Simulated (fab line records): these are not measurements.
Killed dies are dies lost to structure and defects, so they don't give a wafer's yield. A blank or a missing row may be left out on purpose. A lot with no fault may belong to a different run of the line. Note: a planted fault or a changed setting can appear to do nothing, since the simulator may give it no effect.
One fault through the eyes of 3 desks | flow nandHarc | only its own numbers are on each desk; what lay behind them is given at the end

== THE DEFECT DESK ==
Per lot, the means of the sampled wafers with a number show what the inspections along the route counted. Any lot whose mean is over 4 standard deviations away from the usual mean is out of limits and marked OUT; that distance is given in the brackets.
Columns: A = rawDefectCount at NHARC_A_M1_INSPECT_27, usual 463
lot  | first seen here | A
L208 | day 18 22:04    | 383
L207 | day 19 02:59    | 449
L206 | day 19 03:49    | 458
L212 | day 19 20:01    | 704
L214 | day 20 21:02    | 350
L216 | day 20 21:05    | 566
L217 | day 22 07:52    | 2030 (+13) OUT
L219 | day 22 08:32    | 1912 (+12) OUT
L227 | day 23 00:24    | 390
L225 | day 23 06:52    | 1937 (+12) OUT
L226 | day 23 13:29    | 435
L228 | day 23 14:25    | 561
Finding of this desk: L217, L219, L225 out of limits; the first was L217 at day 22 07:52, on rawDefectCount at NHARC_A_M1_INSPECT_27. In limits: L208, L207, L206, L212, L214, L216, L227, L226, L228.

== DESK OF THE TOOL OWNER: cmp-03 ==
The tool's own readings at NHARC_A_M1_CMP_23 (polishes, t overpolish 20 s, target thk 154.34 nm): means of the sampled wafers that have a number, for each lot that ran on this tool. Any lot whose mean is over 4 standard deviations away from the usual mean is out of limits and marked OUT; that distance is given in the brackets.
Columns: A = motorCurrentA at NHARC_A_M1_CMP_23, usual 12.2 A; B = slurryFlowMlMin at NHARC_A_M1_CMP_23, usual 149.9; C = timeToEndpointS at NHARC_A_M1_CMP_23, usual 27.5 s
lot  | first seen here | A    | B     | C
L208 | day 18 21:37    | 12.5 | 149.8 | 28.5
L206 | day 19 03:25    | 11.7 | 149.8 | 26.6
L216 | day 20 20:37    | 13.1 | 150.0 | 26.7
L217 | day 22 07:23    | 11.0 | 149.8 | 31.4
L219 | day 22 08:07    | 12.0 | 150.5 | 30.5
L225 | day 23 06:23    | 11.6 | 149.9 | 32.0
This desk's verdict: no lot among the 6 shows anything out of limits.

== THE METROLOGY DESK ==
What the gauges read for every lot (on any tool): the sampled wafers with a number, averaged. Any lot whose mean is over 4 standard deviations away from the usual mean is out of limits and marked OUT; that distance is given in the brackets.
Columns: A = overlayXNm at NHARC_A_M1_OVL_MEAS_10, usual -0.1 nm; B = overlayYNm at NHARC_A_M1_OVL_MEAS_10, usual 0.0 nm
lot  | first seen here | A    | B
L208 | day 18 19:20    | -0.4 | -0.6
L207 | day 19 00:15    | 0.9  | -0.4
L206 | day 19 01:05    | 0.6  | 0.1
L212 | day 19 17:19    | 0.2  | -0.2
L214 | day 20 17:47    | -0.1 | 0.1
L216 | day 20 18:09    | 0.5  | 0.3
L217 | day 22 05:11    | -0.9 | 0.3
L219 | day 22 05:52    | -0.0 | 0.9
L227 | day 22 21:40    | 0.5  | 0.2
L225 | day 23 03:19    | 0.4  | -0.3
L226 | day 23 10:49    | -1.4 | -0.3
L228 | day 23 11:36    | -1.3 | -0.2
This desk's verdict: no lot among the 12 shows anything out of limits.

== TAKEN TOGETHER ==
The defect desk could have raised an alarm at day 22 07:52, on L217, L219, L225.
The tool owner's desk saw nothing out of limits.
Metrology desk: nothing out of limits seen.
Tool owner's desk: L217, L219, L225 on record, inside its limits.
The metrology desk has L217, L219, L225 on record, within its limits.
The lots listed all ran NHARC_A_M1_CMP_23 on cmp-03.

== WHAT HAD BEEN PUT IN BY THE SIMULATOR ==
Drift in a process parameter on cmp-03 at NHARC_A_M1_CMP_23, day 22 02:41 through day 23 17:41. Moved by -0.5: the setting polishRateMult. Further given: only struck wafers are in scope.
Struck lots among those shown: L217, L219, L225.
Hours from the fault's start to each desk's first reading out of limits: the defect desk, 5.
